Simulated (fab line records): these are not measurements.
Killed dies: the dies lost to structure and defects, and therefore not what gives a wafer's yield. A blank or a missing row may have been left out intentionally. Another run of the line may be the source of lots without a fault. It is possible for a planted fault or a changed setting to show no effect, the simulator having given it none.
The tool behind it: which one?    flow nand-harc    11 lots with 33 wafers sampled at 2 steps, on a route of 1159 steps

WHAT THE GAUGES SHOWED, per wafer
NHARC_A_BONDPAD_CD_MEAS_13.
lot   measured      on         cd-nm (nm)
L212  day 18 04:05  cd-sem-01  497.8 495.8 496.1
L213  day 18 11:17  cd-sem-03  499.2 497.7 500.6
L214  day 18 15:40  cd-sem-02  500.3 500.3 497.6
L215  day 19 03:58  cd-sem-02  499.0 500.9 498.6
L217  day 18 16:04  cd-sem-02  500.7 500.8 500.0
L218  day 19 12:15  cd-sem-02  499.3 496.9 499.2
L219  day 19 02:41  cd-sem-03  501.7 500.9 501.5
L228  day 22 03:47  cd-sem-01  502.3 500.4 502.5
L233  day 23 12:28  cd-sem-01  501.4 498.8 500.7
L234  day 23 17:08  cd-sem-03  499.0 501.6 497.9
L235  day 24 01:19  cd-sem-02  498.4 498.6 501.0

EACH LOT AND THE TOOL THAT RAN IT (in order: tool; ch and the chambers of the sampled wafers; start)
lot   NHARC_A_CHANNEL_FILL_D1_ALD_15
L212  ald-sin-batch-01 ch 0, day 9 20:05
L213  ald-sin-batch-01 ch 0, day 9 20:05
L214  ald-sin-batch-01 ch 0, day 9 20:05
L215  ald-sin-batch-02 ch 0, day 10 03:00
L217  ald-sin-batch-02 ch 0, day 10 03:00
L218  ald-sin-batch-02 ch 0, day 10 09:32
L219  ald-sin-batch-02 ch 0, day 10 09:32
L228  ald-sin-batch-01 ch 0, day 13 07:12
L233  ald-sin-batch-02 ch 0, day 14 12:37
L234  ald-sin-batch-02 ch 0, day 14 16:49
L235  ald-sin-batch-02 ch 0, day 14 20:58
- NHARC_A_CHANNEL_FILL_D1_ALD_15: deposits SiNx, target thk 2 nm, pulse time 60 s, ald cycles 19.

THE ANSWER, worked out from the rows above alone
Rule: the lots themselves supply what counts as usual. Put in order of their means at a reading, lots are off if they are a third of the lots or fewer, leave a main group of 4 or more, and stand apart from it by a gap of 3 or more times the standard deviation of the main group's means; of several such gaps the widest counts. A main group whose means are all the same, to the digits that the tables above print for the reading, isn't used. Also off: a lot with no number at a reading for which 4 or more lots have one. Any other lot the step has rows for is counted as sound.
No lot is off at any reading shown: from this, nothing can be told.

WHAT THE SIMULATOR PUT IN
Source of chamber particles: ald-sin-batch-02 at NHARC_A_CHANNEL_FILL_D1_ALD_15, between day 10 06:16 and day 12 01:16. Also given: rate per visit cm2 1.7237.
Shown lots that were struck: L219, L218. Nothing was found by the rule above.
